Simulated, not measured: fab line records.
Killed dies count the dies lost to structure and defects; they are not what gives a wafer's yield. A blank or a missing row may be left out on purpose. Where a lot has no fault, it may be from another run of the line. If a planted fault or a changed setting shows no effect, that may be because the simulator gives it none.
fab line records	flow n5-finfet	part 1 of 2: steps 1 to 7 of 8
record lots=8	wafers=24	last-day=20
route steps=1938 shown BEOL_M0_SAQP@636 BEOL_M4@1111 PASSIVATION@1936
lots that met no fault: taken from a fault-free run of the same line
start-h: hours from the record's first day to the start of the lot's first wafer shown	wait-h: hours from the lot's prior step to this one	" same as the row above	L1.1+2: a single row standing in for several wafers	- no value present, or no start provided	* or withheld: withheld	< > ~ a bound
route shown NAME@n: NAME is a module with steps in the file, n the number in the route of the first one	usual: mean and standard deviation over wafers with no fault	same: alike in all rows	chamber/n: place in a boat	sites: the reading at each site	_std_site: the standard deviation of these	_edge_site: mean of outer sites minus mean of inner sites	radius-mm: for every site, how far away it sits from the centre of the wafer	mask NAME#n: copy n	behind: tool/chamber where the wafer was last shaped	hold: why the lot went on hold/how many hours it stayed there/how the hold came to an end	device: the transistor (n, p or np) that didn't switch	end of line: tests run on the same wafers once the route is complete	a step without rows: its recipe alone	killed: the dies lost at the first sort to structure and to defects; this is not the yield of the wafer	map: per-die view of a wafer (x killed, . not killed, _ where there is no die)
set.NAME: setting as actually run; set.NAME@STEP: the setting as run at that earlier step	model.NAME: the simulator's own value behind a step, which no gauge read
a sample of lots followed through the steps of the route, with each step as a table and each wafer as a row
services: the hour from which a tool's chamber was out of use, counted from the record's first day as start-h (under 0 if before that day), plus the number of hours and why
## steps
# step N5_BEOL_M0_SAQP_PECVD_96
# recipe material=a-Si	target-thk-a=450	temp-c=350	precursor=SiH4/He	pressure-torr=3	rf-w=100	time-s=45.2
# usual heater-power-w=648/74	showerhead-plenum-p-Torr=5.68/0.056	throttle-valve-pct=18.7/1.4
lot.wafer	tool	chamber	start-h	wait-h	heater-power-w	showerhead-plenum-p-Torr	throttle-valve-pct
L864.1	pecvd-01	2	134.66	0.0	632	5.68	17.3
L864.4	"	0	"	"	543	5.66	19.2
L864.6	"	1	"	"	525	5.66	18.5
L865.1	pecvd-01	1	145.81	0.0	545	5.65	18.4
L865.3	"	2	"	"	686	5.67	17.5
L865.6	"	2	"	"	692	5.68	17.3
L867.2	pecvd-02	0	153.30	0.0	811	5.75	18.1
L867.4	"	0	"	"	803	5.73	18.4
L867.5	"	1	"	"	712	5.67	18.9
L869.1	pecvd-02	1	166.84	0.0	667	5.67	18.5
L869.4	"	1	"	"	673	5.67	18.7
L869.6	"	0	"	"	775	5.74	18.2
L870.1	pecvd-01	2	171.92	0.0	687	5.66	17.5
L870.2	"	0	"	"	595	5.65	19.4
L870.4	"	1	"	"	535	5.66	18.3
L877.1	pecvd-02	0	213.39	0.0	805	5.74	18.7
L877.3	"	1	"	"	727	5.68	18.8
L877.5	"	0	"	"	810	5.75	18.2
L878.3	pecvd-04	2	223.36	0.0	689	5.56	17.9
L878.4	"	0	"	"	586	5.77	18.7
L878.6	"	2	"	"	696	5.57	17.7
L882.1	pecvd-01	0	249.72	0.0	645	5.65	19.4
L882.4	"	1	"	"	495	5.66	18.4
L882.6	"	0	"	"	630	5.63	19.2
# step N5_BEOL_M0_SAQP_DESCUM_19
# recipe chemistry=O2	time-s=7.9	source-power-w=50	bias-power-w=20	pressure-mtorr=20	rf-frequency-hz=2.712e+07	temp-c=40	resist=CAR-ArF	o2-flow-sccm=225
# usual drypump-motor-current-A=5.6/0.34	oes-product-au=0.79/0.072	rf-vpp-V=243.2/1.4	showerhead-plenum-p-Torr=2.10/0.08	throttle-valve-pct=20.44/0.19
lot.wafer	tool	chamber	start-h	wait-h	drypump-motor-current-A	oes-product-au	rf-hours-counter-h	rf-vpp-V	showerhead-plenum-p-Torr	throttle-valve-pct
L864.1	rie-diel-03	1	135.41	0.2	6.5	0.78	140	243.0	2.13	20.65
L864.4	"	3	"	"	4.9	0.75	165	244.5	2.17	20.70
L864.6	"	2	"	"	5.4	0.68	-	244.1	2.19	20.75
L865.1	rie-diel-02	3	146.59	0.1	5.7	0.74	187	242.4	1.96	20.36
L865.3	"	2	"	"	5.5	0.73	170	243.1	2.10	20.48
L865.6	"	1	"	"	5.5	0.87	-	244.1	2.21	20.14
L867.2	rie-diel-02	2	154.05	0.0	5.6	0.74	172	243.0	2.10	20.47
L867.4	"	3	"	"	5.7	0.74	189	243.3	1.96	20.35
L867.5	"	0	"	"	5.5	0.82	-	243.5	2.03	20.26
L869.1	rie-diel-06	0	167.77	0.3	5.5	0.95	14	241.0	2.09	20.29
L869.4	"	1	"	"	5.4	0.86	60	243.3	2.12	20.39
L869.6	"	0	"	"	5.5	0.95	-	241.7	2.09	20.30
L870.1	rie-diel-03	2	172.68	0.0	5.4	0.67	216	244.0	2.19	20.77
L870.2	"	0	"	"	6.0	0.88	31	244.7	2.14	20.37
L870.4	"	1	"	"	6.4	0.77	-	242.2	2.13	20.66
L877.1	rie-diel-06	3	214.22	0.0	5.8	0.70	204	242.1	2.05	20.41
L877.3	"	2	"	"	5.9	0.79	111	240.3	1.96	20.59
L877.5	"	2	"	"	5.9	0.79	-	242.1	1.96	20.59
L878.3	rie-diel-02	3	224.13	0.0	5.7	0.73	208	241.5	1.96	20.39
L878.4	"	0	"	"	5.5	0.81	111	242.7	2.02	20.27
L878.6	"	2	"	"	5.5	0.73	-	243.5	2.09	20.49
L882.1	rie-diel-02	2	250.35	0.0	5.5	0.73	196	242.4	2.09	20.52
L882.4	"	3	"	"	5.7	0.73	215	240.9	1.95	20.41
L882.6	"	1	"	"	5.4	0.83	-	244.3	2.20	20.18
# step N5_BEOL_M0_SAQP_MANDREL_ETCH_20
# recipe target-depth-a=600	chemistry=HBr/Cl2	target=a-Si	stop-on=SiNx	bt-time-s=10	mask-material=SOC	over-etch-frac=0.5	time-s=30	pressure-mtorr=10	icp-w=800	bias-w=75	HBr_flow_sccm=150	Cl2_flow_sccm=80	ends=end-point
# usual drypump-motor-current-A=5.8/0.4	he-backside-leak-sccm=2.73/0.27	oes-product-au=0.769/0.014	throttle-valve-pct=35.46/0.3
lot.wafer	tool	chamber	start-h	wait-h	drypump-motor-current-A	he-backside-leak-sccm	oes-product-au	rf-hours-counter-h	throttle-valve-pct
L864.1	rie-si-05	1	135.68	0.0	5.9	2.54	0.759	52	35.73
L864.4	"	3	"	"	5.0	2.74	0.771	8	36.02
L864.6	"	3	"	"	5.0	2.59	0.772	-	36.05
L865.1	rie-si-03	1	146.86	0.0	5.9	2.89	0.752	152	35.73
L865.3	"	2	"	"	5.6	2.91	0.758	82	35.72
L865.6	"	2	"	"	5.6	2.93	0.759	-	35.71
L867.2	rie-si-04	0	154.33	0.0	5.6	2.59	0.734	4	35.39
L867.4	"	3	"	"	5.9	2.86	0.758	176	35.29
L867.5	"	0	"	"	5.6	2.68	0.761	-	35.36
L869.1	rie-si-04	0	168.05	0.0	5.6	2.85	0.740	4	35.39
L869.4	"	2	"	"	5.9	2.61	0.761	120	35.58
L869.6	"	2	"	"	5.9	2.70	0.775	-	35.56
L870.1	rie-si-03	0	172.95	0.0	5.9	2.42	0.785	3	34.93
L870.2	"	2	"	"	5.5	2.76	0.755	83	35.69
L870.4	"	0	"	"	5.8	2.60	0.788	-	34.90
L877.1	rie-si-04	2	214.49	0.0	5.9	2.66	0.776	120	35.57
L877.3	"	0	"	"	5.6	2.79	0.747	5	35.38
L877.5	"	2	"	"	5.9	2.64	0.772	-	35.56
L878.3	rie-si-05	1	224.41	0.0	5.9	2.17	0.759	53	35.72
L878.4	"	2	"	"	5.1	2.40	0.778	94	35.23
L878.6	"	3	"	"	5.1	2.92	0.778	-	36.05
L882.1	rie-si-03	3	250.62	0.0	6.6	2.49	0.758	1	35.83
L882.4	"	0	"	"	5.8	2.39	0.771	5	34.94
L882.6	"	3	"	"	6.6	2.64	0.774	-	35.81
# step N5_BEOL_M0_SAQP_SPACER1_ETCHBACK_99
# recipe chemistry=CHF3/O2	mode=anisotropic-etchback	target=SiO2	target-depth-a=154	time-s=7.7	pressure-mtorr=30	source-w=650	bias-w=170	Ar_flow_sccm=200	CHF3_flow_sccm=50	O2_flow_sccm=5	ion-energy-ev=200
# usual drypump-motor-current-A=5.6/0.35	oes-product-au=0.79/0.073	rf-vpp-V=521/13	showerhead-plenum-p-Torr=2.41/0.089	throttle-valve-pct=18.89/0.19
lot.wafer	tool	chamber	start-h	wait-h	drypump-motor-current-A	oes-product-au	rf-hours-counter-h	rf-vpp-V	showerhead-plenum-p-Torr	throttle-valve-pct
L864.1	rie-diel-03	2	137.08	0.4	5.4	0.69	205	526	2.49	19.02
L864.4	"	0	"	"	6.0	0.89	22	538	2.45	18.73
L864.6	"	1	"	"	6.5	0.79	-	530	2.42	18.90
L865.1	rie-diel-06	3	147.95	0.3	5.8	0.71	190	516	2.40	19.08
L865.3	"	1	"	"	5.4	0.85	54	551	2.47	19.02
L865.6	"	1	"	"	5.4	0.85	-	550	2.47	19.03
L867.2	rie-diel-02	2	155.54	0.3	5.5	0.76	172	505	2.41	18.93
L867.4	"	1	"	"	5.4	0.87	57	532	2.55	18.67
L867.5	"	2	"	"	5.5	0.76	-	507	2.41	18.91
L869.1	rie-diel-02	2	169.20	0.3	5.6	0.76	174	504	2.41	18.92
L869.4	"	1	"	"	5.4	0.85	61	532	2.54	18.67
L869.6	"	0	"	"	5.5	0.79	-	508	2.33	18.69
L870.1	rie-diel-03	0	174.04	0.3	6.0	0.87	31	538	2.45	18.74
L870.2	"	1	"	"	6.5	0.77	150	528	2.41	18.91
L870.4	"	0	"	"	6.0	0.88	-	539	2.45	18.76
L877.1	rie-diel-02	0	215.64	0.3	5.5	0.79	109	508	2.33	18.72
L877.3	"	3	"	"	5.6	0.59	206	515	2.27	18.96
L877.5	"	2	"	"	5.5	0.76	-	507	2.40	18.94
L878.3	rie-diel-02	0	225.50	0.3	5.5	0.78	111	509	2.33	18.73
L878.4	"	3	"	"	5.7	0.59	208	515	2.27	18.97
L878.6	"	3	"	"	5.6	0.59	-	515	2.27	18.97
L882.1	rie-diel-03	0	251.92	0.3	6.0	0.84	52	536	2.44	18.77
L882.4	"	3	"	"	4.9	0.74	187	526	2.49	19.21
L882.6	"	0	"	"	6.0	0.83	-	536	2.44	18.78
# step N5_BEOL_M0_SAQP_MANDREL1_REMOVE_100
# recipe chemistry=HBr/Cl2/O2	bt-time-s=10	target=a-Si	stop-on=SiNx	endpoint=OES-SiCl	over-etch-frac=0.85	icp-w=600	bias-w=30	HBr_flow_sccm=150	Cl2_flow_sccm=80	O2_flow_sccm=5	pressure-mtorr=10
# usual drypump-motor-current-A=5.7/0.41	he-backside-leak-sccm=2.7/0.34	oes-product-au=0.990/0.02	throttle-valve-pct=36.7/0.31
lot.wafer	tool	chamber	start-h	wait-h	drypump-motor-current-A	he-backside-leak-sccm	oes-product-au	rf-hours-counter-h	throttle-valve-pct
L864.1	rie-si-03	0	137.16	0.1	5.8	2.5	1.024	3	36.2
L864.4	"	1	"	"	5.9	2.9	0.969	152	37.0
L864.6	"	1	"	"	5.9	2.9	0.973	-	37.0
L865.1	rie-si-05	3	148.04	0.1	5.0	2.7	0.991	8	37.3
L865.3	"	0	"	"	6.2	2.5	0.985	9	36.5
L865.6	"	3	"	"	5.0	2.7	0.980	-	37.3
L867.2	rie-si-04	2	155.62	0.1	5.9	2.6	1.008	119	36.8
L867.4	"	0	"	"	5.6	2.8	0.962	4	36.6
L867.5	"	2	"	"	5.9	2.6	0.989	-	36.8
L869.1	rie-si-03	0	169.29	0.1	5.8	2.5	1.026	3	36.2
L869.4	"	2	"	"	5.6	2.9	0.987	-	37.0
L869.6	"	0	"	"	5.8	2.5	1.028	-	36.2
L870.1	rie-si-03	2	174.13	0.1	5.6	2.9	0.992	83	36.9
L870.2	"	1	"	"	5.9	2.7	0.963	153	37.0
L870.4	"	2	"	"	5.6	3.1	0.989	-	36.9
L877.1	rie-si-04	0	215.73	0.1	5.6	2.9	0.965	5	36.6
L877.3	"	3	"	"	5.9	2.8	0.855	177	36.5
L877.5	"	3	"	"	5.9	3.0	0.984	-	36.5
L878.3	rie-si-04	0	225.58	0.1	5.6	2.7	0.972	5	36.6
L878.4	"	1	"	"	5.6	3.3	0.897	142	36.5
L878.6	"	2	"	"	5.9	2.6	0.868	-	36.8
L882.1	rie-si-05	0	252.01	0.1	6.3	2.5	0.992	11	36.4
L882.4	"	2	"	"	5.1	2.4	0.970	94	36.5
L882.6	"	1	"	"	5.9	2.3	0.976	-	37.0
# step N5_BEOL_M0_SAQP_MANDREL_ETCH_103
# recipe chemistry=HBr/Cl2	target=a-Si	target-depth-a=450	bt-time-s=10	stop-on=SiCN	mask-material=SiO2	over-etch-frac=0.8	time-s=27	pressure-mtorr=10	icp-w=800	bias-w=75	HBr_flow_sccm=150	Cl2_flow_sccm=80	ends=end-point
# usual drypump-motor-current-A=5.8/0.37	he-backside-leak-sccm=2.8/0.46	oes-product-au=0.676/0.013	throttle-valve-pct=35.46/0.29
lot.wafer	tool	chamber	start-h	wait-h	drypump-motor-current-A	he-backside-leak-sccm	oes-product-au	rf-hours-counter-h	throttle-valve-pct
L864.1	rie-si-03	0	137.45	0.0	5.8	2.4	0.685	3	34.93
L864.4	"	1	"	"	5.9	2.9	0.665	152	35.71
L864.6	"	3	"	"	6.6	3.2	0.679	-	35.58
L865.1	rie-si-03	2	148.33	0.0	5.6	3.1	0.663	82	35.71
L865.3	"	1	"	"	5.9	3.1	0.671	152	35.72
L865.6	"	3	"	"	6.6	3.1	0.673	-	35.56
L867.2	rie-si-05	3	155.93	0.0	5.0	2.6	0.677	9	36.06
L867.4	"	2	"	"	5.1	2.3	0.677	93	35.24
L867.5	"	1	"	"	5.8	2.5	0.675	-	35.70
L869.1	rie-si-04	2	169.57	0.0	5.9	2.6	0.683	120	35.54
L869.4	"	1	"	"	5.6	3.2	0.707	141	35.23
L869.6	"	0	"	"	5.6	2.6	0.659	-	35.36
L870.1	rie-si-04	1	174.41	0.0	5.6	3.2	0.699	141	35.25
L870.2	"	3	"	"	5.9	3.0	0.666	176	35.29
L870.4	"	0	"	"	5.6	2.7	0.659	4	35.36
L877.1	rie-si-03	1	216.02	0.0	5.8	2.8	0.660	154	35.72
L877.3	"	3	"	"	6.6	2.6	0.598	0	35.98
L877.5	"	2	"	"	5.6	3.1	0.663	-	35.69
L878.3	rie-si-05	1	225.87	0.0	5.9	2.4	0.663	53	35.71
L878.4	"	3	"	"	5.1	2.5	0.588	10	36.25
L878.6	"	0	"	"	6.2	2.5	0.608	-	35.37
L882.1	rie-si-03	2	252.29	0.0	5.6	2.9	0.669	84	35.71
L882.4	"	0	"	"	5.8	2.4	0.693	5	34.90
L882.6	"	1	"	"	5.9	5.4	0.671	-	35.71
# step N5_BEOL_M4_RC_MEAS_101
# usual DIBL_N=36.5/2.1	DIBL_P=36.6/2.6	IOFF_N=0.17/0.044	IOFF_P=0.21/0.048	ION_N=674/17	ION_P=462/9.5	SS_N=71.6/0.77	SS_P=73.5/0.72	VT_N=250/4.2	VT_P=-250/3.9
lot.wafer	tool	chamber	start-h	wait-h	DIBL_N[mV/V]	DIBL_P[mV/V]	IOFF_N[nA/um]	IOFF_P[nA/um]	ION_N[uA/um]	ION_P[uA/um]	SS_N[mV/dec]	SS_P[mV/dec]	VT_N[mV]	VT_P[mV]
L864.1	prober-02	0	236.60	0.0	34.7	35.1	0.13	0.16	675	459	70.9	73.1	255	-254
L864.4	"	0	"	"	36.8	38.1	0.17	0.21	687	468	71.0	73.9	249	-252
L864.6	"	0	"	"	32.4	33.0	0.10	0.15	657	460	70.7	71.7	254	-254
L867.2	prober-02	0	250.70	0.2	35.6	36.7	0.16	0.20	667	461	71.5	73.4	247	-250
L867.4	"	0	"	"	36.0	35.2	0.15	0.17	651	445	72.3	73.0	253	-253
L867.5	"	0	"	"	32.7	32.9	0.11	0.16	653	454	70.0	73.2	254	-254
L865.1	prober-01	0	261.62	0.0	39.1	39.4	0.21	0.24	694	469	72.9	74.1	247	-248
L865.3	"	0	"	"	37.9	39.1	0.18	0.23	666	461	72.4	73.7	250	-251
L865.6	"	0	"	"	34.6	33.8	0.12	0.17	664	457	70.8	73.6	255	-254
L869.1	prober-01	0	270.26	0.0	37.4	37.5	0.16	0.22	680	464	71.7	73.9	251	-249
L869.4	"	0	"	"	37.1	36.5	0.14	0.21	658	465	72.3	73.2	254	-248
L869.6	"	0	"	"	35.6	34.6	0.12	0.18	665	464	71.1	72.7	255	-251
L870.1	prober-01	0	275.72	0.0	37.5	38.5	0.20	0.23	679	457	71.9	74.0	246	-251
L870.2	"	0	"	"	33.3	34.1	0.12	0.17	659	454	70.4	72.7	252	-254
L870.4	"	0	"	"	39.0	39.8	0.23	0.25	682	466	72.8	74.5	246	-247
L878.3	prober-01	0	317.52	0.3	36.3	36.1	0.14	0.17	664	456	72.5	73.6	254	-256
L878.4	"	0	"	"	35.3	36.4	0.12	0.16	657	451	72.1	72.6	256	-257
L878.6	"	0	"	"	35.6	35.6	0.12	0.15	648	443	71.6	73.0	254	-259
L877.1	prober-01	0	323.65	0.0	36.8	35.2	0.14	0.17	642	446	71.7	73.2	255	-254
L877.3	"	0	"	"	39.7	40.8	0.23	0.27	699	477	72.2	73.9	247	-245
L877.5	"	0	"	"	41.3	41.4	0.27	0.28	686	459	73.6	74.2	246	-251
L882.1	prober-01	0	349.42	0.0	34.9	36.2	0.12	0.17	664	459	71.3	73.3	257	-256
L882.4	"	0	"	"	37.3	38.6	0.16	0.21	671	469	71.8	74.0	252	-251
L882.6	"	0	"	"	35.3	35.4	0.13	0.16	666	453	71.5	72.8	255	-258
## key
first-sign step=N5_BEOL_M0_SAQP_MANDREL1_REMOVE_100	reading=oes-product-au	direction=down	sigmas=5.9	usual=0.990	struck=0.873
effect step=N5_BEOL_M0_SAQP_MANDREL_ETCH_103	reading=oes-product-au	direction=down	sigmas=6.2	usual=0.676	struck=0.598
effect step=N5_PASSIVATION_PROBE_49	reading=killed_at_M0_to_M3	direction=up	sigmas=24	usual=36	struck=290
more-kills-born-at N5_BEOL_M0_SAQP_SPACER1_ETCHBACK_99@rie-diel-02=745
met-at N5_BEOL_M0_SAQP_SPACER1_ETCHBACK_99
struck-lots L877,L878
struck-wafers L877.3,L878.4,L878.6
baseline-loss step=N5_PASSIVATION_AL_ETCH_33	wafers=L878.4
not-acting-at N5_BEOL_M0_SAQP_PECVD_96,N5_BEOL_M0_SAQP_DESCUM_19,N5_BEOL_M0_SAQP_MANDREL_ETCH_20
fault kind=process-parameter-drift	tool=rie-diel-02	chamber=3	onset-h=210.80	steps=N5_BEOL_M0_SAQP_SPACER1_ETCHBACK_99	channel=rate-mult	offset=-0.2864	shape=step	end-h=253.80
# baseline-loss: these wafers lose ten dies or more at that step, a loss of the line's own and not of a fault; the sort's usual values leave them out
